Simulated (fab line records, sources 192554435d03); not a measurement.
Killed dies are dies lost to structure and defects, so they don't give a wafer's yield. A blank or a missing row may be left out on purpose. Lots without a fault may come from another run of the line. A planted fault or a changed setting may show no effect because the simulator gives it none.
fab line records | flow n5_finfet
record lots=6 wafers=18 last_day=17
route steps=1938 shown SD_EPI_P@309 BEOL_M4@1111 PASSIVATION@1936
lots that met no fault: from a run of the same line without faults
start_h: hours from the record's first day to the start of the lot's first wafer shown | wait_h: hours since the lot's step before | " the same as in the row above | L1.1+2: a row that stands for several wafers | - no value, or no start given | * or withheld: withheld | < > ~ a bound
route shown NAME@n: a module of which the file shows steps, and the number in the route of the first | usual: mean/standard deviation of fault-free wafers | same: alike in all rows | chamber/n: place in a boat | sites: the reading at each site | _std_site: their standard deviation | _edge_site: outer sites' mean less inner sites' | radius_mm: how far each site lies from the wafer's centre | mask NAME#n: copy n | behind: the tool/chamber that last shaped the wafer | hold: why the lot was held/for how many hours/how that ended | device: the transistor (n, p or np) that didn't switch | end of line: the same wafers' tests at the end of the route | a step without rows: its recipe alone | killed: dies lost to structure and defects at the first sort, not the wafer's yield | map: a wafer's dies, x killed, . not, _ none there
set.NAME: the setting as run; set.NAME@STEP: as run at that earlier step | model.NAME: the simulator's own value behind a step, which no gauge read
lots at some steps of the route; a table a step, a row a wafer
services: from which hour (start_h, from the record's first day; less than 0 if before it) a tool's chamber was out of use, for how many hours, and why
## steps
# step N5_SD_EPI_P_STRIP_38
# recipe chemistry=N2/H2 temp_c=40 n2_flow_sccm=200 h2_flow_sccm=200 rf_frequency_hz=6e+07
# step N5_SD_EPI_P_ETCHBACK_46
# recipe chemistry=CH3F/O2 mode=anisotropic_etchback target=SiNx target_depth_a=175 stop_on=SiO2 over_etch_frac=0.3 ion_energy_ev=120 pressure_mtorr=30 source_w=395 bias_w=73 Ar_flow_sccm=150 CH3F_flow_sccm=30 O2_flow_sccm=20
# usual drypump_motor_current_A=5.8/0.41 oes_product_au=0.68/0.066 rf_vpp_V=295/5.7 showerhead_plenum_p_Torr=2.00/0.071 throttle_valve_pct=16.32/0.15
# columns lot.wafer tool chamber start_h wait_h drypump_motor_current_A oes_product_au rf_hours_counter_h rf_vpp_V showerhead_plenum_p_Torr throttle_valve_pct
L726.1 rie_diel-01 0 89.26 0.0 6.1 0.62 194 297 2.06 16.32
L726.4 " 1 " " 6.4 0.77 24 288 1.97 16.01
L726.5 " 2 " " 5.1 0.72 - 292 1.96 16.39
L737.1 rie_diel-04 3 154.84 0.0 5.7 0.58 242 296 1.89 16.51
L737.4 " 1 " " 5.8 0.75 40 298 2.12 16.26
L737.5 " 0 " " 5.1 0.65 - 290 2.01 16.29
L738.3 rie_diel-04 0 160.77 0.0 5.1 0.64 152 288 2.01 16.31
L738.4 " 1 " " 5.9 0.73 43 300 2.11 16.28
L738.6 " 1 " " 5.8 0.74 - 298 2.11 16.28
L740.3 rie_diel-05 0 171.96 0.0 5.9 0.82 6 301 2.05 16.19
L740.5 " 3 " " 6.3 0.61 - 289 2.05 16.36
L740.6 " 0 " " 5.9 0.82 - 302 2.05 16.18
L741.2 rie_diel-01 1 179.56 0.0 6.3 0.72 60 289 1.95 16.04
L741.4 " 1 " " 6.3 0.72 - 291 1.95 16.07
L741.5 " 2 " " 5.1 0.70 - 291 1.95 16.45
L742.1 rie_diel-05 2 185.85 0.0 5.3 0.67 111 307 2.01 16.48
L742.3 " 3 " " 6.2 0.61 225 288 2.04 16.36
L742.4 " 1 " " 6.1 0.68 111 294 1.95 16.46
# step N5_SD_EPI_P_ETCH_47
# recipe chemistry=CH3F/O2 target=SiOCN target_depth_a=250 mask_material=SOC ion_energy_ev=60 bias_w=29 pressure_mtorr=30 source_w=410 Ar_flow_sccm=150 CH3F_flow_sccm=30 O2_flow_sccm=20
# usual drypump_motor_current_A=5.8/0.41 oes_product_au=0.79/0.079 rf_vpp_V=126.6/2.5 showerhead_plenum_p_Torr=2.00/0.071 throttle_valve_pct=16.29/0.15
# columns lot.wafer tool chamber start_h wait_h drypump_motor_current_A oes_product_au rf_hours_counter_h rf_vpp_V showerhead_plenum_p_Torr throttle_valve_pct
L726.1 rie_diel-01 0 89.36 0.1 6.1 0.72 194 129.1 2.06 16.30
L726.4 " 1 " " 6.3 0.89 24 125.0 1.97 15.97
L726.5 " 2 " " 5.2 0.84 - 125.9 1.96 16.35
L737.1 rie_diel-04 3 154.94 0.1 5.7 0.68 242 127.5 1.89 16.49
L737.4 " 1 " " 5.8 0.87 40 127.6 2.12 16.24
L737.5 " 0 " " 5.1 0.77 - 124.4 2.01 16.26
L738.3 rie_diel-04 0 160.87 0.1 5.1 0.77 152 123.9 2.01 16.28
L738.4 " 1 " " 5.8 0.87 43 128.9 2.12 16.25
L738.6 " 1 " " 5.8 0.87 - 128.3 2.12 16.26
L740.3 rie_diel-05 0 172.06 0.1 5.9 0.94 6 128.8 2.05 16.16
L740.5 " 3 " " 6.2 0.72 - 122.2 2.05 16.32
L740.6 " 0 " " 5.9 0.95 - 128.7 2.05 16.15
L741.2 rie_diel-01 1 179.66 0.1 6.3 0.83 60 124.6 1.95 16.02
L741.4 " 1 " " 6.3 0.82 - 123.4 1.95 16.03
L741.5 " 2 " " 5.2 0.80 - 124.5 1.95 16.42
L742.1 rie_diel-05 2 185.95 0.1 5.3 0.79 111 131.3 2.01 16.46
L742.3 " 3 " " 6.2 0.72 225 123.3 2.04 16.35
L742.4 " 1 " " 6.1 0.79 111 126.6 1.94 16.44
# step N5_SD_EPI_P_ETCH_16
# recipe chemistry=CHF3/O2 target=SiO2 target_depth_a=50 mask_material=SOC pressure_mtorr=30 source_w=650 bias_w=170 Ar_flow_sccm=200 CHF3_flow_sccm=50 O2_flow_sccm=5 ion_energy_ev=200
# usual drypump_motor_current_A=5.8/0.41 oes_product_au=0.80/0.079 rf_vpp_V=521/10 showerhead_plenum_p_Torr=2.41/0.083 throttle_valve_pct=18.87/0.14
# columns lot.wafer tool chamber start_h wait_h drypump_motor_current_A oes_product_au rf_hours_counter_h rf_vpp_V showerhead_plenum_p_Torr throttle_valve_pct
L726.1 rie_diel-01 0 89.46 0.1 6.2 0.73 194 523 2.48 18.84
L726.4 " 1 " " 6.3 0.90 24 511 2.37 18.57
L726.5 " 2 " " 5.2 0.85 - 513 2.36 18.96
L737.1 rie_diel-04 3 155.04 0.1 5.7 0.68 242 521 2.27 19.03
L737.4 " 1 " " 5.8 0.88 40 526 2.55 18.86
L737.5 " 0 " " 5.1 0.76 - 508 2.42 18.88
L738.3 rie_diel-04 0 160.97 0.1 5.1 0.77 152 509 2.42 18.88
L738.4 " 1 " " 5.8 0.88 43 524 2.54 18.89
L738.6 " 1 " " 5.9 0.87 - 526 2.54 18.89
L740.3 rie_diel-05 0 172.16 0.1 5.9 0.94 7 532 2.46 18.78
L740.5 " 3 " " 6.2 0.72 - 507 2.46 18.85
L740.6 " 0 " " 5.9 0.95 - 533 2.46 18.77
L741.2 rie_diel-01 1 179.76 0.1 6.3 0.84 60 512 2.36 18.63
L741.4 " 1 " " 6.3 0.84 - 509 2.36 18.64
L741.5 " 2 " " 5.1 0.81 - 513 2.35 19.01
L742.1 rie_diel-05 2 186.05 0.1 5.3 0.78 111 542 2.42 19.05
L742.3 " 3 " " 6.2 0.72 225 507 2.46 18.84
L742.4 " 1 " " 6.1 0.79 111 518 2.34 19.03
# step N5_SD_EPI_P_STRIP_50
# recipe chemistry=CHF3/O2 resist=SiARC rf_frequency_hz=6e+07
# step N5_SD_EPI_P_SD_RECESS_17
# recipe chemistry=HBr/Cl2/O2 target_depth_a=391 bt_time_s=3 pressure_mtorr=10 icp_w=800 bias_w=112 HBr_flow_sccm=150 Cl2_flow_sccm=80 O2_flow_sccm=12
# usual drypump_motor_current_A=5.8/0.49 he_backside_leak_sccm=2.8/0.39 oes_product_au=1.007/0.011 throttle_valve_pct=36.88/0.26
# columns lot.wafer tool chamber start_h wait_h drypump_motor_current_A he_backside_leak_sccm oes_product_au rf_hours_counter_h throttle_valve_pct
L726.1 rie_si-02 1 89.53 0.0 5.3 2.8 0.984 195 36.91
L726.4 " 3 " " 6.1 2.4 1.004 32 36.74
L726.5 " 0 " " 5.4 2.2 1.014 - 36.35
L737.1 rie_si-02 2 155.11 0.0 5.7 2.6 1.008 105 37.05
L737.4 " 0 " " 5.4 2.1 1.018 - 36.32
L737.5 " 3 " " 6.1 2.2 1.010 - 36.72
L738.3 rie_si-01 2 161.04 0.0 6.1 2.9 0.996 12 37.25
L738.4 " 1 " " 6.5 3.2 0.992 87 36.83
L738.6 " 2 " " 6.1 2.8 0.996 - 37.25
L740.3 rie_si-03 1 172.23 0.0 5.4 2.8 1.000 188 36.48
L740.5 " 2 " " 5.0 2.9 1.005 - 36.89
L740.6 " 1 " " 5.4 2.8 1.000 - 36.46
L741.2 rie_si-03 2 179.83 0.0 5.0 2.8 1.000 92 36.92
L741.4 " 1 " " 5.4 2.7 0.994 188 36.45
L741.5 " 0 " " 5.7 3.1 1.014 - 37.12
L742.1 rie_si-03 1 186.12 0.0 5.4 2.7 1.001 188 36.47
L742.3 " 0 " " 5.7 2.9 1.011 100 37.13
L742.4 " 2 " " 5.0 3.0 1.000 92 36.90
# step N5_SD_EPI_P_WET_ETCH_45
# recipe chemistry=dHF dilution=withheld time_s=10.7 target=SiO2 target_depth_a=20 temp_c=25 dry=ipa_marangoni rinse_time_s=30 rinse_temp_c=23
# step N5_SD_EPI_P_STRIP_40
# recipe chemistry=N2/H2 power_w=1000 temp_c=250 h2_frac=0.65 overash_fraction=0.3 pressure_mtorr=withheld n2_flow_sccm=1750 h2_flow_sccm=3250
# usual drypump_motor_current_A=5.8/0.52 h2_flow_sccm=3252/8.8 heater_power_w=351/9.4 oes_product_au=0.761/0.011
# columns lot.wafer tool chamber start_h wait_h drypump_motor_current_A h2_flow_sccm heater_power_w oes_product_au rf_hours_counter_h
L726.1 plasma_asher-01 0 89.68 0.0 6.4 3248 337 0.756 91
L726.4 " 1 " " 6.0 3247 349 0.758 -
L726.5 " 1 " " 6.0 3249 348 0.758 -
L737.1 plasma_asher-01 1 155.25 0.0 6.0 3254 350 0.762 106
L737.4 " 0 " " 6.4 3260 346 0.765 -
L737.5 " 1 " " 6.1 3251 351 0.761 -
L738.3 plasma_asher-01 0 161.20 0.0 6.5 3261 340 0.765 -
L738.4 " 1 " " 6.0 3266 352 0.757 -
L738.6 " 0 " " 6.5 3252 349 0.759 -
L740.3 plasma_asher-02 1 172.40 0.0 5.2 3247 367 0.772 -
L740.5 " 1 " " 5.2 3239 358 0.754 -
L740.6 " 0 " " 5.2 3261 361 0.755 -
L741.2 plasma_asher-01 1 179.98 0.0 6.0 3251 352 0.738 111
L741.4 " 0 " " 6.5 3270 342 0.756 -
L741.5 " 1 " " 6.0 3242 338 0.750 -
L742.1 plasma_asher-01 0 186.27 0.0 6.5 3252 333 0.747 112
L742.3 " 0 " " 6.4 3251 350 0.777 -
L742.4 " 1 " " 6.0 3251 350 0.773 -
# step N5_SD_EPI_P_PRECLEAN_52
# recipe chemistry=O3/DIW time_s=60 temp_c=22 o3_ppm=10
# step N5_SD_EPI_P_SRD_20
# recipe dry=ipa_marangoni do_ppb=5 time_s=30 temp_c=23 rinse_liquid=diw
# step N5_SD_EPI_P_PRECLEAN_51
# recipe chemistry=NF3:NH3 afs_cycles=1 temp_c=30 time_s=20 sublimation_temp_c=180 sublimation_time_s=60 pressure_torr=3 rf_power_w=30
# step N5_SD_EPI_P_VAPOR_ETCH_44
# recipe chemistry=NF3/Ar target=SiGe30 temp_c=25 time_s=3.3 mode=isotropic
# step N5_SD_EPI_P_EPI_21
# recipe material=SiGe:B dopant=B temp_c=550 pressure_torr=20 ambient=H2 time_s=355
# usual chamber_pressure_Torr=20.00/0.044 epi_growth_time_s=355/0
# columns lot.wafer tool chamber start_h wait_h chamber_pressure_Torr epi_growth_time_s
L726.1 epi_rpcvd-03 0 90.20 0.1 20.00 355
L726.4 " 0 91.28 1.1 19.96 355
L726.5 " 0 " " 19.94 355
L737.1 epi_rpcvd-04 - 155.77 0.1 - -
L737.4 " - 156.85 1.1 - -
L737.5 " - " " - -
L738.3 epi_rpcvd-04 - 162.42 0.8 - -
L738.4 " - " " - -
L738.6 " - " " - -
L740.3 epi_rpcvd-04 0 173.61 0.8 19.96 355
L740.5 " 0 " " 20.00 355
L740.6 " 0 " " 19.96 355
L741.2 epi_rpcvd-04 0 180.85 0.5 19.96 355
L741.4 " 0 " " 20.01 355
L741.5 " 0 " " 20.02 355
L742.1 epi_rpcvd-04 0 186.79 0.1 19.97 355
L742.3 " 0 " " 19.97 355
L742.4 " 0 " " 19.97 355
# step N5_SD_EPI_P_HM_STRIP_48
# recipe chemistry=H3PO4 temp_c=160 material=SiNx target=SiNx target_depth_a=30 overetch_fraction=0.3
# step N5_BEOL_M4_RC_MEAS_101
# usual DIBL_N=36.5/1.7 DIBL_P=36.3/2.1 IOFF_N=0.16/0.036 IOFF_P=0.21/0.037 ION_N=676/12 ION_P=462/7.6 SS_N=71.5/0.68 SS_P=73.3/0.63 VT_N=249/3.5 VT_P=-250/3.5
# columns lot.wafer tool chamber start_h wait_h DIBL_N[mV/V] DIBL_P[mV/V] IOFF_N[nA/um] IOFF_P[nA/um] ION_N[uA/um] ION_P[uA/um] SS_N[mV/dec] SS_P[mV/dec] VT_N[mV] VT_P[mV]
L726.1 prober-02 0 205.98 0.0 36.8 34.6 0.14 0.19 664 450 71.5 73.2 253 -249
L726.4 " 0 " " 34.4 32.0 0.11 0.16 659 457 70.5 71.9 255 -252
L726.5 " 0 " " 36.6 34.1 0.13 0.19 665 454 71.0 72.5 253 -253
L740.3 prober-02 0 289.36 0.3 37.2 38.4 0.17 0.23 685 472 71.2 73.4 249 -250
L740.5 " 0 " " 39.6 40.0 0.21 0.26 688 466 71.6 74.5 246 -250
L740.6 " 0 " " 35.2 35.2 0.12 0.18 668 465 71.9 73.1 255 -251
L741.2 prober-01 0 293.56 0.2 38.9 37.2 0.18 0.22 684 462 72.2 73.6 248 -248
L741.4 " 0 " " 38.2 37.5 0.17 0.22 685 462 71.6 73.3 247 -250
L741.5 " 0 " " 38.9 38.1 0.18 0.22 685 469 72.0 73.5 248 -248
L742.1 prober-02 0 310.71 0.0 36.5 37.3 0.16 0.23 685 476 71.7 73.9 247 -249
L742.3 " 0 " " 34.3 33.8 0.12 0.19 667 466 70.7 73.0 253 -250
L742.4 " 0 " " 37.0 35.8 0.15 0.21 676 469 71.6 72.9 250 -248
# step N5_PASSIVATION_PROBE_49
# usual killed_at_M0_to_M3=34/12 killed_at_M4_up=12/4.9 killed_at_contacts=13/7.2 killed_at_front_end=39/12 killed_at_other=3.7/2.9 killed_dies=101/18 killed_on_rim=13/4 killed_open=67/14 killed_short=33/7.2
# same gross_dies=1180 killed_at_back_side=0
# columns lot.wafer tool chamber start_h wait_h killed_at_M0_to_M3 killed_at_M4_up killed_at_contacts killed_at_front_end killed_at_other killed_dies killed_on_rim killed_open killed_short
L726.1 prober-01 - 309.07 0.0 40 23 3 39 2 107 15 71 36
L726.4 prober-01 - 309.22 0.2 25 17 11 47 2 102 14 67 35
L726.5 prober-01 - 309.27 0.2 28 17 15 55 1 116 14 71 45
L737.1 prober-01 - 363.44 0.0 47 11 4 1117 1 1180 152 70 28
L737.4 prober-01 - 363.59 0.2 53 11 10 1101 5 1180 152 66 43
L737.5 prober-01 - 363.64 0.2 37 8 0 1130 5 1180 152 54 21
L740.3 prober-01 - 393.26 0.1 25 12 11 25 1 74 8 44 26
L740.5 prober-01 - 393.36 0.2 31 15 6 51 5 108 12 72 36
L740.6 prober-01 - 393.41 0.3 29 8 7 29 5 78 5 49 27
L738.3 prober-02 - 398.09 0.7 24 16 20 1116 4 1180 152 65 33
L738.4 prober-02 - 398.14 0.7 22 22 13 1114 9 1180 152 60 28
L738.6 prober-02 - 398.24 0.8 38 11 13 1113 5 1180 152 53 40
L741.2 prober-01 - 398.19 0.2 32 16 14 52 0 114 17 79 32
L741.4 prober-01 - 398.29 0.3 32 10 12 42 0 96 15 68 27
L741.5 prober-01 - 398.34 0.3 35 13 19 58 2 127 11 86 39
L742.1 prober-01 - 410.95 0.0 32 1 14 37 4 88 10 55 32
L742.3 prober-01 - 411.05 0.1 41 7 20 35 3 106 17 71 32
L742.4 prober-01 - 411.10 0.2 28 7 21 32 6 94 12 62 32
# killed by level:class
L726.1 BEOL_M3:geometric_particle:open=14 BEOL_M4:geometric_particle:open=9 GATE_CUT:geometric_particle:short=8 FIN_SAQP:geometric_particle:open=7 STI_FIN_REVEAL:geometric_particle:open=7 BEOL_M0_SAQP:geometric_particle:short=6 BEOL_M2:geometric_particle:open=6 FIN_SAQP:geometric_particle:short=5
L726.4 GATE_CUT:geometric_particle:short=12 MOL_CONTACT_COAG:geometric_particle:open=10 BEOL_M3:geometric_particle:open=9 STI_FIN_REVEAL:geometric_particle:open=7 FIN_SAQP:geometric_particle:open=6 BEOL_M6:geometric_particle:open=6 FIN_SAQP:geometric_particle:short=5 BEOL_M2:geometric_particle:open=5
L726.5 STI_FIN_REVEAL:geometric_particle:open=14 BEOL_M4:geometric_particle:open=11 GATE_CUT:geometric_particle:short=10 BEOL_M0_SAQP:geometric_particle:short=10 MOL_CONTACT_COAG:geometric_particle:open=8 MOL_CONTACT_COAG:geometric_particle:short=7 DUMMY_GATE:geometric_particle:open=6 BEOL_M2:geometric_particle:open=6
L737.1 SD_EPI_P:area_epi=1080 BEOL_M1:geometric_particle:open=15 STI_FIN_REVEAL:geometric_particle:open=12 FIN_SAQP:geometric_particle:open=10 BEOL_M0_SAQP:geometric_particle:open=8 BEOL_M0_SAQP:geometric_particle:short=6 BEOL_M2:geometric_particle:short=6 BEOL_M3:geometric_particle:open=5
L737.4 SD_EPI_P:area_epi=1068 BEOL_M0_SAQP:geometric_particle:short=12 BEOL_M2:geometric_particle:open=10 STI_FIN_REVEAL:geometric_particle:open=9 BEOL_M0_SAQP:geometric_particle:open=8 BEOL_M1:geometric_particle:short=8 BEOL_M1:geometric_particle:open=8 MOL_CONTACT_COAG:geometric_particle:open=7
L737.5 SD_EPI_P:area_epi=1102 STI_FIN_REVEAL:geometric_particle:open=10 BEOL_M0_SAQP:geometric_particle:open=10 BEOL_M3:geometric_particle:open=6 BEOL_M0_SAQP:geometric_particle:short=4 BEOL_M0:geometric_particle:open=4 BEOL_M1:geometric_particle:open=4 BEOL_M2:geometric_particle:open=4
L740.3 MOL_CONTACT_COAG:geometric_particle:open=9 BEOL_M1:geometric_particle:open=6 BEOL_M0_SAQP:geometric_particle:open=5 BEOL_M4:geometric_particle:open=5 STI_FIN_REVEAL:geometric_particle:open=4 ILD0:geometric_particle:short=4 GATE_CUT:geometric_particle:short=4 BEOL_M0_SAQP:geometric_particle:short=4
L740.5 BEOL_M3:geometric_particle:open=11 BEOL_M4:geometric_particle:open=10 FIN_SAQP:geometric_particle:short=9 STI_FIN_REVEAL:geometric_particle:open=8 FIN_SAQP:geometric_particle:open=6 STARTING-WAFER:geometric_particle:open=5 ILD0:geometric_particle:short=4 MOL_CONTACT_COAG:geometric_particle:open=4
L740.6 BEOL_M1:geometric_particle:open=9 MOL_CONTACT_COAG:geometric_particle:open=7 BEOL_M2:geometric_particle:open=6 FIN_SAQP:geometric_particle:open=5 STI_FIN_REVEAL:geometric_particle:open=5 BEOL_M1:geometric_particle:short=5 FIN_SAQP:geometric_particle:short=3 ILD0:geometric_particle:short=3
L738.3 SD_EPI_P:area_epi=1082 MOL_CONTACT_COAG:geometric_particle:open=14 GATE_CUT:geometric_particle:open=8 FIN_SAQP:geometric_particle:open=7 GATE_CUT:geometric_particle:short=7 BEOL_M4:geometric_particle:open=7 FIN_SAQP:geometric_particle:short=6 MOL_CONTACT_COAG:geometric_particle:short=6
L738.4 SD_EPI_P:area_epi=1090 BEOL_M4:geometric_particle:open=14 MOL_CONTACT_COAG:geometric_particle:open=9 BEOL_M2:geometric_particle:open=7 PASS1_CAP:geometric_particle:short=6 STI_FIN_REVEAL:geometric_particle:open=4 MOL_CONTACT_COAG:geometric_particle:short=4 BEOL_M1:geometric_particle:open=4
L741.2 FIN_SAQP:geometric_particle:open=16 FIN_SAQP:geometric_particle:short=14 MOL_CONTACT_COAG:geometric_particle:open=13 BEOL_M1:geometric_particle:open=9 BEOL_M4:geometric_particle:open=7 DUMMY_GATE:geometric_particle:open=6 BEOL_M0_SAQP:geometric_particle:open=6 STI_FIN_REVEAL:geometric_particle:open=5
L738.6 SD_EPI_P:area_epi=1086 BEOL_M0_SAQP:geometric_particle:open=10 MOL_CONTACT_COAG:geometric_particle:open=9 BEOL_M0_SAQP:geometric_particle:short=9 BEOL_M2:geometric_particle:short=6 BEOL_M1:geometric_particle:open=5 STI_FIN_REVEAL:geometric_particle:open=4 MOL_CONTACT_COAG:geometric_particle:short=4
L741.4 FIN_SAQP:geometric_particle:open=17 FIN_SAQP:geometric_particle:short=11 BEOL_M1:geometric_particle:open=10 MOL_CONTACT_COAG:geometric_particle:open=9 BEOL_M0_SAQP:geometric_particle:open=6 ILD0:geometric_particle:open=4 BEOL_M0_SAQP:geometric_particle:short=4 BEOL_M2:geometric_particle:open=4
L741.5 FIN_SAQP:geometric_particle:open=14 MOL_CONTACT_COAG:geometric_particle:open=14 FIN_SAQP:geometric_particle:short=12 BEOL_M0_SAQP:geometric_particle:open=9 BEOL_M2:geometric_particle:open=7 BEOL_M1:geometric_particle:open=6 STI_FIN_REVEAL:geometric_particle:open=5 MOL_CONTACT_COAG:geometric_particle:short=5
L742.1 FIN_SAQP:geometric_particle:open=13 MOL_CONTACT_COAG:geometric_particle:open=11 BEOL_M0_SAQP:geometric_particle:short=8 BEOL_M0_SAQP:geometric_particle:open=8 FIN_SAQP:geometric_particle:short=7 STI_FIN_REVEAL:geometric_particle:open=7 BEOL_M1:geometric_particle:short=5 BEOL_M3:geometric_particle:open=5
L742.3 MOL_CONTACT_COAG:geometric_particle:open=17 STI_FIN_REVEAL:geometric_particle:open=14 BEOL_M1:geometric_particle:open=8 BEOL_M0_SAQP:geometric_particle:short=7 BEOL_M2:geometric_particle:open=7 BEOL_M0_SAQP:geometric_particle:open=6 BEOL_M3:geometric_particle:open=5 STI_FIN_REVEAL:geometric_particle:short=4
L742.4 MOL_CONTACT_COAG:geometric_particle:open=16 BEOL_M3:geometric_particle:open=7 FIN_SAQP:geometric_particle:short=6 STI_FIN_REVEAL:geometric_particle:open=6 FIN_SAQP:geometric_particle:open=5 DUMMY_GATE:geometric_particle:open=5 MOL_CONTACT_COAG:geometric_particle:short=5 BEOL_M1:geometric_particle:open=5
# map L737.1 (x killed, . not)
_________________xxxxxxxxxxxx________________
______________xxxxxxxxxxxxxxxxxx_____________
___________xxxxxxxxxxxxxxxxxxxxxxxx__________
__________xxxxxxxxxxxxxxxxxxxxxxxxxx_________
________xxxxxxxxxxxxxxxxxxxxxxxxxxxxxx_______
_______xxxxxxxxxxxxxxxxxxxxxxxxxxxxxxxx______
______xxxxxxxxxxxxxxxxxxxxxxxxxxxxxxxxxx_____
_____xxxxxxxxxxxxxxxxxxxxxxxxxxxxxxxxxxxx____
____xxxxxxxxxxxxxxxxxxxxxxxxxxxxxxxxxxxxxx___
___xxxxxxxxxxxxxxxxxxxxxxxxxxxxxxxxxxxxxxxx__
___xxxxxxxxxxxxxxxxxxxxxxxxxxxxxxxxxxxxxxxx__
__xxxxxxxxxxxxxxxxxxxxxxxxxxxxxxxxxxxxxxxxxx_
__xxxxxxxxxxxxxxxxxxxxxxxxxxxxxxxxxxxxxxxxxx_
_xxxxxxxxxxxxxxxxxxxxxxxxxxxxxxxxxxxxxxxxxxxx
_xxxxxxxxxxxxxxxxxxxxxxxxxxxxxxxxxxxxxxxxxxxx
_xxxxxxxxxxxxxxxxxxxxxxxxxxxxxxxxxxxxxxxxxxxx
_xxxxxxxxxxxxxxxxxxxxxxxxxxxxxxxxxxxxxxxxxxxx
_xxxxxxxxxxxxxxxxxxxxxxxxxxxxxxxxxxxxxxxxxxxx
_xxxxxxxxxxxxxxxxxxxxxxxxxxxxxxxxxxxxxxxxxxxx
_xxxxxxxxxxxxxxxxxxxxxxxxxxxxxxxxxxxxxxxxxxxx
_xxxxxxxxxxxxxxxxxxxxxxxxxxxxxxxxxxxxxxxxxxxx
__xxxxxxxxxxxxxxxxxxxxxxxxxxxxxxxxxxxxxxxxxx_
__xxxxxxxxxxxxxxxxxxxxxxxxxxxxxxxxxxxxxxxxxx_
___xxxxxxxxxxxxxxxxxxxxxxxxxxxxxxxxxxxxxxxx__
___xxxxxxxxxxxxxxxxxxxxxxxxxxxxxxxxxxxxxxxx__
____xxxxxxxxxxxxxxxxxxxxxxxxxxxxxxxxxxxxxx___
_____xxxxxxxxxxxxxxxxxxxxxxxxxxxxxxxxxxxx____
______xxxxxxxxxxxxxxxxxxxxxxxxxxxxxxxxxx_____
_______xxxxxxxxxxxxxxxxxxxxxxxxxxxxxxxx______
________xxxxxxxxxxxxxxxxxxxxxxxxxxxxxx_______
__________xxxxxxxxxxxxxxxxxxxxxxxxxx_________
___________xxxxxxxxxxxxxxxxxxxxxxxx__________
______________xxxxxxxxxxxxxxxxxx_____________
_________________xxxxxxxxxxxx________________
# map L738.3 (x killed, . not)
_________________xxxxxxxxxxxx________________
______________xxxxxxxxxxxxxxxxxx_____________
___________xxxxxxxxxxxxxxxxxxxxxxxx__________
__________xxxxxxxxxxxxxxxxxxxxxxxxxx_________
________xxxxxxxxxxxxxxxxxxxxxxxxxxxxxx_______
_______xxxxxxxxxxxxxxxxxxxxxxxxxxxxxxxx______
______xxxxxxxxxxxxxxxxxxxxxxxxxxxxxxxxxx_____
_____xxxxxxxxxxxxxxxxxxxxxxxxxxxxxxxxxxxx____
____xxxxxxxxxxxxxxxxxxxxxxxxxxxxxxxxxxxxxx___
___xxxxxxxxxxxxxxxxxxxxxxxxxxxxxxxxxxxxxxxx__
___xxxxxxxxxxxxxxxxxxxxxxxxxxxxxxxxxxxxxxxx__
__xxxxxxxxxxxxxxxxxxxxxxxxxxxxxxxxxxxxxxxxxx_
__xxxxxxxxxxxxxxxxxxxxxxxxxxxxxxxxxxxxxxxxxx_
_xxxxxxxxxxxxxxxxxxxxxxxxxxxxxxxxxxxxxxxxxxxx
_xxxxxxxxxxxxxxxxxxxxxxxxxxxxxxxxxxxxxxxxxxxx
_xxxxxxxxxxxxxxxxxxxxxxxxxxxxxxxxxxxxxxxxxxxx
_xxxxxxxxxxxxxxxxxxxxxxxxxxxxxxxxxxxxxxxxxxxx
_xxxxxxxxxxxxxxxxxxxxxxxxxxxxxxxxxxxxxxxxxxxx
_xxxxxxxxxxxxxxxxxxxxxxxxxxxxxxxxxxxxxxxxxxxx
_xxxxxxxxxxxxxxxxxxxxxxxxxxxxxxxxxxxxxxxxxxxx
_xxxxxxxxxxxxxxxxxxxxxxxxxxxxxxxxxxxxxxxxxxxx
__xxxxxxxxxxxxxxxxxxxxxxxxxxxxxxxxxxxxxxxxxx_
__xxxxxxxxxxxxxxxxxxxxxxxxxxxxxxxxxxxxxxxxxx_
___xxxxxxxxxxxxxxxxxxxxxxxxxxxxxxxxxxxxxxxx__
___xxxxxxxxxxxxxxxxxxxxxxxxxxxxxxxxxxxxxxxx__
____xxxxxxxxxxxxxxxxxxxxxxxxxxxxxxxxxxxxxx___
_____xxxxxxxxxxxxxxxxxxxxxxxxxxxxxxxxxxxx____
______xxxxxxxxxxxxxxxxxxxxxxxxxxxxxxxxxx_____
_______xxxxxxxxxxxxxxxxxxxxxxxxxxxxxxxx______
________xxxxxxxxxxxxxxxxxxxxxxxxxxxxxx_______
__________xxxxxxxxxxxxxxxxxxxxxxxxxx_________
___________xxxxxxxxxxxxxxxxxxxxxxxx__________
______________xxxxxxxxxxxxxxxxxx_____________
_________________xxxxxxxxxxxx________________
## services
# columns tool chamber start_h hours kind
rie_si-03 0 70.48 7.0 repair
rie_si-01 - 78.17 0.7 repair
epi_rpcvd-04 - 79.07 6.0 pm
rie_diel-04 0 80.56 7.8 repair
epi_rpcvd-03 - 80.95 0.7 repair
rie_diel-01 - 98.51 2.8 pm
rie_diel-01 3 111.79 13.2 repair
epi_rpcvd-03 - 113.23 0.5 repair
rie_diel-04 2 120.94 - clean
rie_diel-04 2 120.94 - consumable_replace:focus_ring
rie_diel-04 2 120.94 - consumable_replace:showerhead
rie_diel-04 2 120.94 23.6 scheduled_down
rie_diel-04 2 120.94 23.6 vent_cycle
rie_diel-05 0 123.19 - clean
rie_diel-05 0 123.19 - consumable_replace:focus_ring
rie_diel-05 0 123.19 28.3 scheduled_down
rie_diel-01 0 123.46 131.8 repair
rie_diel-05 1 126.84 5.4 repair
rie_si-02 1 129.08 9.9 repair
plasma_asher-02 - 148.95 4.9 repair
rie_si-01 3 150.60 4.7 repair
rie_si-03 1 152.82 1.6 repair
rie_diel-01 3 154.67 14.1 repair
rie_si-02 2 180.45 3.1 repair
## key
first_sign step=N5_SD_EPI_P_EPI_21 reading=tool_record direction=missing
effect step=N5_PASSIVATION_PROBE_49 reading=killed_at_front_end direction=up sigmas=88 usual=39 struck=1115
more_kills_born_at N5_SD_EPI_P_EPI_21@epi_rpcvd-04=6508
met_at N5_SD_EPI_P_EPI_21
struck_wafers L737.1,L737.4,L737.5,L738.3,L738.4,L738.6
later_rows_left_out L737.1,L737.4,L737.5,L738.3,L738.4,L738.6
tester_left_out L737,L738
fault kind=skipped_step_whole tool=epi_rpcvd-04 chamber=- onset_h=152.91 steps=N5_SD_EPI_P_EPI_21 scope=struck_lots_only
# tester_left_out: of these lots the tester's yield and bins aren't shown, on N5 and GAA mostly nor the transistor test; their killed dies are dies lost to structure and defects alone, not to doping, threshold or leakage, so they don't give the yield
# later_rows_left_out: the simulator's readings of these wafers behind a module that went badly wrong aren't trusted and aren't shown, but for the sort
